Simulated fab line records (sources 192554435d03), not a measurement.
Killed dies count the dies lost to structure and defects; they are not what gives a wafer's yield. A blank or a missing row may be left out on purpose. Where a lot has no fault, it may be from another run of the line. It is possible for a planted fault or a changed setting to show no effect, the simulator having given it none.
The tool behind it: which one?    flow n5_finfet    23 lots with 69 wafers sampled at 6 steps, on a route of 1938 steps

## WHAT THE GAUGES SHOWED, per wafer
The record holds no reading of a measuring or inspecting step that can be judged against a usual standard deviation.

## TOOL THAT RAN EACH LOT (tool first, then ch and the chambers of the sampled wafers, then the start)
lot   N5_BEOL_M2_SPUTTER_88         N5_BEOL_M2_ANNEAL_91          N5_BEOL_M3_ETCH_77                  N5_BEOL_M3_TRENCH_ETCH_37                      N5_BEOL_M3_ETCH_41                             N5_BEOL_M3_PRE_CLEAN_45
L074  pvd_sputter-03, day 6 22:13   pvd_sputter-03, day 6 22:31   rie_diel-02 ch 1,2, day 7 02:34     rie_diel-02 ch 0,1, day 7 06:10 or earlier     rie_diel-02 ch 0,1, day 7 06:10 or earlier     pvd_sputter-01, day 7 06:10
L075  pvd_sputter-01, day 7 09:13   pvd_sputter-01, day 7 09:31   rie_diel-02 ch 0,1,3, day 7 15:16   rie_diel-02 ch 0,1,2, day 7 17:07 or earlier   rie_diel-02 ch 0,1,2, day 7 17:07 or earlier   pvd_sputter-03, day 7 17:07
L077  pvd_sputter-03, day 7 12:18   pvd_sputter-03, day 7 12:36   rie_diel-01 ch 0,1, day 7 16:27     rie_diel-02 ch 0,2, day 7 21:08 or earlier     rie_diel-02 ch 0,2, day 7 21:08 or earlier     pvd_sputter-02, day 7 21:08
L076  pvd_sputter-03, day 7 23:11   pvd_sputter-03, day 7 23:29   rie_diel-03 ch 0,1,2, day 8 05:16   rie_diel-03 ch 1,2,3, day 8 06:41 or earlier   rie_diel-03 ch 1,2,3, day 8 06:41 or earlier   pvd_sputter-01, day 8 06:41
L078  pvd_sputter-03, day 8 02:29   pvd_sputter-03, day 8 02:47   rie_diel-01 ch 0,1, day 8 07:49     rie_diel-03 ch 1,3, day 8 11:37 or earlier     rie_diel-03 ch 1,3, day 8 11:37 or earlier     pvd_sputter-02, day 8 11:37
L079  pvd_sputter-01, day 8 05:06   pvd_sputter-01, day 8 05:24   rie_diel-03 ch 0,1, day 8 08:53     rie_diel-03 ch 1,3, day 8 14:21 or earlier     rie_diel-03 ch 1,3, day 8 14:21 or earlier     pvd_sputter-01, day 8 14:21
L080  pvd_sputter-03, day 8 05:58   pvd_sputter-03, day 8 06:16   rie_diel-01 ch 0,2,3, day 8 11:32   rie_diel-01 ch 0,1,3, day 8 14:23 or earlier   rie_diel-01 ch 0,1,3, day 8 14:23 or earlier   pvd_sputter-03, day 8 14:23
L081  pvd_sputter-03, day 8 12:13   pvd_sputter-03, day 8 12:31   rie_diel-03 ch 0,1,2, day 8 15:50   rie_diel-01 ch 1,2,3, day 8 17:47 or earlier   rie_diel-01 ch 1,2,3, day 8 17:47 or earlier   pvd_sputter-01, day 8 17:47
L082  pvd_sputter-03, day 9 01:52   pvd_sputter-03, day 9 02:10   rie_diel-01 ch 2,3, day 9 06:20     rie_diel-03 ch 0,1,3, day 9 12:02 or earlier   rie_diel-03 ch 0,1,3, day 9 12:02 or earlier   pvd_sputter-03, day 9 12:02
L083  pvd_sputter-01, day 9 02:05   pvd_sputter-01, day 9 02:23   rie_diel-03 ch 0,1,2, day 9 06:31   rie_diel-02 ch 0,1,3, day 9 23:56 or earlier   rie_diel-02 ch 0,1,3, day 9 23:56 or earlier   pvd_sputter-01, day 9 23:56
L084  pvd_sputter-02, day 9 08:52   pvd_sputter-02, day 9 09:10   rie_diel-02 ch 0,1, day 9 13:43     rie_diel-01 ch 0,2, day 10 01:06 or earlier    rie_diel-01 ch 0,2, day 10 01:06 or earlier    pvd_sputter-01, day 10 01:06
L086  pvd_sputter-03, day 10 07:13  pvd_sputter-03, day 10 07:31  rie_diel-02 ch 0,1, day 10 12:14    rie_diel-01 ch 1,2, day 10 16:56 or earlier    rie_diel-01 ch 1,2, day 10 16:56 or earlier    pvd_sputter-01, day 10 16:56
L088  pvd_sputter-03, day 10 18:41  pvd_sputter-03, day 10 18:59  rie_diel-02 ch 0,1,2, day 10 23:32  rie_diel-01 ch 0,1,2, day 11 15:49 or earlier  rie_diel-01 ch 0,1,2, day 11 15:49 or earlier  pvd_sputter-02, day 11 15:49
L087  pvd_sputter-02, day 11 08:21  pvd_sputter-02, day 11 08:39  rie_diel-01 ch 0,1,2, day 11 12:34  rie_diel-03 ch 1,2, day 11 15:54 or earlier    rie_diel-03 ch 1,2, day 11 15:54 or earlier    pvd_sputter-02, day 11 15:54
L089  pvd_sputter-02, day 11 11:55  pvd_sputter-02, day 11 12:13  rie_diel-03 ch 0,1,2, day 11 17:06  rie_diel-02 ch 0,1, day 11 19:46 or earlier    rie_diel-02 ch 0,1, day 11 19:46 or earlier    pvd_sputter-01, day 11 19:46
L090  pvd_sputter-03, day 11 12:22  pvd_sputter-03, day 11 12:40  rie_diel-02 ch 0,2, day 11 17:22    rie_diel-01 ch 0,2, day 11 20:08 or earlier    rie_diel-01 ch 0,2, day 11 20:08 or earlier    pvd_sputter-02, day 11 20:08
L091  pvd_sputter-02, day 11 19:06  pvd_sputter-02, day 11 19:24  rie_diel-02 ch 0,1,2, day 12 00:11  rie_diel-01 ch 0,1,3, day 12 05:04 or earlier  rie_diel-01 ch 0,1,3, day 12 05:04 or earlier  pvd_sputter-01, day 12 05:04
L092  pvd_sputter-02, day 12 00:28  pvd_sputter-02, day 12 00:46  rie_diel-03 ch 0,2,3, day 12 05:58  rie_diel-02 ch 0,2,3, day 12 08:18 or earlier  rie_diel-02 ch 0,2,3, day 12 08:18 or earlier  pvd_sputter-01, day 12 08:18
L095  pvd_sputter-02, day 12 10:20  pvd_sputter-02, day 12 10:38  rie_diel-03 ch 0,1, day 12 15:49    rie_diel-03 ch 0,1, day 12 22:36 or earlier    rie_diel-03 ch 0,1, day 12 22:36 or earlier    pvd_sputter-03, day 12 22:36
L093  pvd_sputter-02, day 12 14:56  pvd_sputter-02, day 12 15:14  rie_diel-03 ch 1,3, day 12 19:45    rie_diel-02 ch 2,3, day 12 23:17 or earlier    rie_diel-02 ch 2,3, day 12 23:17 or earlier    pvd_sputter-02, day 12 23:17
L097  pvd_sputter-03, day 12 20:36  pvd_sputter-03, day 12 20:54  rie_diel-02 ch 0,1,3, day 13 01:21  rie_diel-03 ch 0,1,3, day 13 02:31 or earlier  rie_diel-03 ch 0,1,3, day 13 02:31 or earlier  pvd_sputter-02, day 13 02:31
L094  pvd_sputter-02, day 12 21:11  pvd_sputter-02, day 12 21:29  rie_diel-01 ch 0,1,2, day 13 02:59  rie_diel-01 ch 2,3, day 13 07:58 or earlier    rie_diel-01 ch 2,3, day 13 07:58 or earlier    pvd_sputter-01, day 13 07:58
L096  pvd_sputter-01, day 13 00:45  pvd_sputter-01, day 13 01:03  rie_diel-03 ch 0,1,3, day 13 07:56  rie_diel-03 ch 0,1,3, day 13 11:10 or earlier  rie_diel-03 ch 0,1,3, day 13 11:10 or earlier  pvd_sputter-03, day 13 11:10
- N5_BEOL_M2_SPUTTER_88: material Cu, target thk 4.5 nm, time 8.29 s.
- N5_BEOL_M2_ANNEAL_91: time 240 s.
- N5_BEOL_M3_ETCH_77: etches underlayer in N2/H2, target depth 6.5 nm, time 5.2 s.
- N5_BEOL_M3_TRENCH_ETCH_37: etches SiOC in C4F6/O2, target depth 55.555 nm, time 29.2 s.
- N5_BEOL_M3_ETCH_41: etches SiCN in CH3F/O2, target depth 29.9 nm, time 52.5 s.
- N5_BEOL_M3_PRE_CLEAN_45: time 30 s.

## AS READ BY THE TOOLS THEMSELVES (means over the sampled wafers that have a number; for cases with no such wafer, the mark the record gives instead)
N5_BEOL_M2_SPUTTER_88. Usual: chuck_gas_flow_sccm 1.26 sccm, standard deviation 0.05; chuck_sensor_temp_C -15.9 C, standard deviation 0.51; throttle_valve_pct 30.3 %, standard deviation 0.95.
lot   tool            chuck_gas_flow_sccm (sccm)  chuck_sensor_temp_C (C)  throttle_valve_pct (%)  flag
L074  pvd_sputter-03  1.26                        -15.7                    30.4                    
L075  pvd_sputter-01  1.27                        -15.8                    30.3                    
L077  pvd_sputter-03  1.22                        -15.8                    30.3                    
L076  pvd_sputter-03  1.27                        -15.8                    30.6                    
L078  pvd_sputter-03  1.33                        -15.7                    30.7                    
L079  pvd_sputter-01  1.25                        -15.7                    29.7                    
L080  pvd_sputter-03  1.30                        -15.8                    30.5                    
L081  pvd_sputter-03  1.23                        -15.6                    30.6                    
L082  pvd_sputter-03  1.22                        -15.8                    29.8                    
L083  pvd_sputter-01  1.22                        -15.7                    30.7                    
L084  pvd_sputter-02  1.25                        -16.3                    30.4                    
L086  pvd_sputter-03  1.21                        -16.0                    30.2                    
L088  pvd_sputter-03  1.25                        -15.5                    30.4                    
L087  pvd_sputter-02  1.22                        -16.3                    29.8                    
L089  pvd_sputter-02  1.24                        -15.9                    30.6                    
L090  pvd_sputter-03  1.27                        -15.9                    30.7                    
L091  pvd_sputter-02  1.23                        -16.0                    30.6                    
L092  pvd_sputter-02  1.23                        -16.0                    30.3                    
L095  pvd_sputter-02  1.24                        -16.1                    30.4                    
L093  pvd_sputter-02  1.25                        -16.3                    29.7                    
L097  pvd_sputter-03  1.24                        -15.8                    30.7                    
L094  pvd_sputter-02  1.25                        -16.0                    30.5                    
L096  pvd_sputter-01  1.27                        -15.7                    30.1                    

N5_BEOL_M2_ANNEAL_91. Usual: 828 W for heater_power_w, sd 59.
lot   tool            heater_power_w (W)  flag
L074  pvd_sputter-03  828                 
L075  pvd_sputter-01  770                 
L077  pvd_sputter-03  825                 
L076  pvd_sputter-03  816                 
L078  pvd_sputter-03  816                 
L079  pvd_sputter-01  771                 
L080  pvd_sputter-03  827                 
L081  pvd_sputter-03  807                 
L082  pvd_sputter-03  849                 
L083  pvd_sputter-01  784                 
L084  pvd_sputter-02  868                 
L086  pvd_sputter-03  847                 
L088  pvd_sputter-03  814                 
L087  pvd_sputter-02  839                 
L089  pvd_sputter-02  888                 
L090  pvd_sputter-03  812                 
L091  pvd_sputter-02  830                 
L092  pvd_sputter-02  833                 
L095  pvd_sputter-02  825                 
L093  pvd_sputter-02  850                 
L097  pvd_sputter-03  824                 
L094  pvd_sputter-02  826                 
L096  pvd_sputter-01  769                 

N5_BEOL_M3_ETCH_77. Usual: drypump_motor_current_A 6.0 A, standard deviation 0.42; etch_rf_on_time_s 5.23 s, standard deviation 0.19; oes_product_au 0.68 a.u., standard deviation 0.085; rf_vpp_V 523.6 V, standard deviation 2.5; showerhead_plenum_p_Torr 2.53 Torr, standard deviation 0.078; throttle_valve_pct 17.77 %, standard deviation 0.26.
lot   tool         drypump_motor_current_A (A)  etch_rf_on_time_s (s)  oes_product_au (a.u.)  rf_vpp_V (V)  showerhead_plenum_p_Torr (Torr)  throttle_valve_pct (%)  flag
L074  rie_diel-02  5.7                          5.18                   0.61                   520.3         2.42                             18.12                   
L075  rie_diel-02  6.1                          5.20                   0.67                   521.7         2.48                             17.71                   
L077  rie_diel-01  6.1                          5.30                   0.79                   522.9         2.52                             17.65                   
L076  rie_diel-03  5.9                          5.28                   0.70                   522.6         2.52                             17.67                   
L078  rie_diel-01  6.2                          5.28                   0.79                   523.3         2.54                             17.49                   
L079  rie_diel-03  5.7                          5.40                   0.76                   523.1         2.52                             17.54                   
L080  rie_diel-01  6.0                          5.28                   0.67                   524.1         2.57                             17.80                   
L081  rie_diel-03  5.9                          5.30                   0.69                   523.8         2.52                             17.69                   
L082  rie_diel-01  5.9                          5.30                   0.60                   524.7         2.56                             18.04                   
L083  rie_diel-03  5.9                          5.31                   0.69                   522.9         2.51                             17.70                   
L084  rie_diel-02  6.1                          5.27                   0.65                   521.1         2.47                             17.84                   
L086  rie_diel-02  6.0                          5.20                   0.66                   521.9         2.47                             17.86                   
L088  rie_diel-02  6.0                          5.00                   0.74                   524.9         2.57                             17.79                   
L087  rie_diel-01  6.1                          5.13                   0.71                   524.2         2.55                             17.74                   
L089  rie_diel-03  5.9                          5.25                   0.67                   523.7         2.51                             17.74                   
L090  rie_diel-02  6.4                          5.03                   0.76                   526.6         2.62                             17.56                   
L091  rie_diel-02  6.0                          4.98                   0.73                   524.3         2.56                             17.81                   
L092  rie_diel-03  6.1                          5.18                   0.62                   523.4         2.55                             17.87                   
L095  rie_diel-03  5.6                          5.36                   0.71                   523.6         2.50                             17.61                   
L093  rie_diel-03  6.2                          5.31                   0.64                   525.0         2.56                             17.83                   
L097  rie_diel-02  6.1                          5.27                   0.64                   521.8         2.46                             17.78                   
L094  rie_diel-01  6.1                          5.24                   0.69                   525.2         2.55                             17.77                   
L096  rie_diel-03  5.8                          5.37                   0.66                   523.5         2.54                             17.74                   

N5_BEOL_M3_TRENCH_ETCH_37. Usual: drypump_motor_current_A 6.0 A, standard deviation 0.39; oes_f_703_au 0.79 a.u., standard deviation 0.077; oes_o_777_au 0.79 a.u., standard deviation 0.076; oes_product_au 0.80 a.u., standard deviation 0.096; rf_vpp_V 666 V, standard deviation 21; showerhead_plenum_p_Torr 2.83 Torr, standard deviation 0.081; throttle_valve_pct 20.82 %, standard deviation 0.24.
lot   tool         drypump_motor_current_A (A)  oes_f_703_au (a.u.)  oes_o_777_au (a.u.)  oes_product_au (a.u.)  rf_vpp_V (V)  showerhead_plenum_p_Torr (Torr)  throttle_valve_pct (%)  flag
L074  rie_diel-02  6.0                          0.79                 0.81                 0.79                   649           2.79                             21.01                   
L075  rie_diel-02  6.0                          0.78                 0.78                 0.77                   656           2.77                             20.97                   
L077  rie_diel-02  6.0                          0.76                 0.77                 0.75                   664           2.75                             20.93                   
L076  rie_diel-03  6.3                          0.79                 0.80                 0.79                   662           2.83                             20.66                   
L078  rie_diel-03  6.2                          0.79                 0.80                 0.80                   642           2.87                             20.71                   
L079  rie_diel-03  6.3                          0.79                 0.80                 0.79                   641           2.86                             20.71                   
L080  rie_diel-01  6.1                          0.83                 0.81                 0.85                   664           2.85                             20.82                   
L081  rie_diel-01  6.0                          0.77                 0.76                 0.77                   671           2.85                             20.96                   
L082  rie_diel-03  5.8                          0.80                 0.80                 0.80                   661           2.84                             20.67                   
L083  rie_diel-02  6.1                          0.77                 0.77                 0.78                   669           2.77                             20.79                   
L084  rie_diel-01  6.1                          0.79                 0.76                 0.78                   673           2.93                             20.90                   
L086  rie_diel-01  6.0                          0.83                 0.82                 0.83                   671           2.83                             20.96                   
L088  rie_diel-01  6.1                          0.82                 0.80                 0.83                   668           2.87                             20.87                   
L087  rie_diel-03  6.1                          0.79                 0.79                 0.84                   686           2.78                             20.67                   
L089  rie_diel-02  6.0                          0.77                 0.77                 0.76                   648           2.78                             21.05                   
L090  rie_diel-01  6.1                          0.81                 0.79                 0.83                   665           2.91                             20.79                   
L091  rie_diel-01  6.1                          0.79                 0.78                 0.81                   664           2.84                             20.85                   
L092  rie_diel-02  6.1                          0.84                 0.85                 0.85                   680           2.87                             20.64                   
L095  rie_diel-03  5.5                          0.78                 0.79                 0.80                   681           2.81                             20.67                   
L093  rie_diel-02  5.8                          0.79                 0.79                 0.80                   698           2.80                             20.67                   
L097  rie_diel-03  5.8                          0.77                 0.77                 0.78                   661           2.83                             20.70                   
L094  rie_diel-01  5.9                          0.68                 0.67                 0.69                   672           2.86                             21.04                   
L096  rie_diel-03  5.9                          0.77                 0.78                 0.77                   661           2.83                             20.72                   

N5_BEOL_M3_ETCH_41. Usual: drypump_motor_current_A 6.0 A, standard deviation 0.38; oes_product_au 0.80 a.u., standard deviation 0.096; rf_vpp_V 297.3 V, standard deviation 1.6; showerhead_plenum_p_Torr 1.99 Torr, standard deviation 0.06; throttle_valve_pct 16.30 %, standard deviation 0.23.
lot   tool         drypump_motor_current_A (A)  oes_product_au (a.u.)  rf_vpp_V (V)  showerhead_plenum_p_Torr (Torr)  throttle_valve_pct (%)  flag
L074  rie_diel-02  6.0                          0.79                   296.4         1.97                             16.47                   
L075  rie_diel-02  6.0                          0.77                   296.2         1.95                             16.45                   
L077  rie_diel-02  6.1                          0.75                   296.8         1.93                             16.43                   
L076  rie_diel-03  6.3                          0.80                   296.9         1.99                             16.20                   
L078  rie_diel-03  6.2                          0.79                   298.6         2.02                             16.23                   
L079  rie_diel-03  6.3                          0.79                   297.8         2.02                             16.23                   
L080  rie_diel-01  6.1                          0.85                   297.4         2.00                             16.24                   
L081  rie_diel-01  6.0                          0.77                   297.0         2.00                             16.40                   
L082  rie_diel-03  5.8                          0.81                   297.3         2.00                             16.19                   
L083  rie_diel-02  6.1                          0.77                   295.6         1.95                             16.30                   
L084  rie_diel-01  6.1                          0.78                   298.2         2.06                             16.34                   
L086  rie_diel-01  6.0                          0.82                   296.9         1.99                             16.36                   
L088  rie_diel-01  6.1                          0.83                   297.2         2.02                             16.28                   
L087  rie_diel-03  6.0                          0.84                   296.9         1.95                             16.15                   
L089  rie_diel-02  6.0                          0.76                   296.5         1.96                             16.53                   
L090  rie_diel-01  6.1                          0.83                   298.7         2.05                             16.22                   
L091  rie_diel-01  6.0                          0.81                   296.3         1.99                             16.29                   
L092  rie_diel-02  6.1                          0.85                   298.0         2.01                             16.14                   
L095  rie_diel-03  5.4                          0.80                   296.8         1.98                             16.18                   
L093  rie_diel-02  5.8                          0.80                   297.4         1.97                             16.20                   
L097  rie_diel-03  5.8                          0.78                   296.5         1.99                             16.24                   
L094  rie_diel-01  5.9                          0.69                   297.3         2.01                             16.49                   
L096  rie_diel-03  5.8                          0.77                   297.5         1.99                             16.25                   

N5_BEOL_M3_PRE_CLEAN_45. Usual: 325 W for heater_power_w, sd 24.
lot   tool            heater_power_w (W)  flag
L074  pvd_sputter-01  310                 
L075  pvd_sputter-03  319                 
L077  pvd_sputter-02  337                 
L076  pvd_sputter-01  310                 
L078  pvd_sputter-02  341                 
L079  pvd_sputter-01  298                 
L080  pvd_sputter-03  342                 
L081  pvd_sputter-01  309                 
L082  pvd_sputter-03  350                 
L083  pvd_sputter-01  306                 
L084  pvd_sputter-01  315                 
L086  pvd_sputter-01  302                 
L088  pvd_sputter-02  344                 
L087  pvd_sputter-02  332                 
L089  pvd_sputter-01  324                 
L090  pvd_sputter-02  339                 
L091  pvd_sputter-01  304                 
L092  pvd_sputter-01  314                 
L095  pvd_sputter-03  338                 
L093  pvd_sputter-02  351                 
L097  pvd_sputter-02  327                 
L094  pvd_sputter-01  306                 
L096  pvd_sputter-03  343                 

## THE ANSWER, worked out from the rows above alone
Rule: a lot counts as off when the mean over its wafers that have a number is more than 3 standard deviations away from the usual mean. A lot without any number at a reading at which 4 lots or more have one is off too. All remaining lots with rows at the step are treated as sound. Order of review: gauges by route order, followed by the tools' own readings, for which a lot's mean as printed above is used. At the first step where some lot is off, the reading lying furthest off is the one used; lots without a number count as furthest.
Nothing can be told from this: no lot is off at any reading shown.

## WHAT THE SIMULATOR HAD PUT IN
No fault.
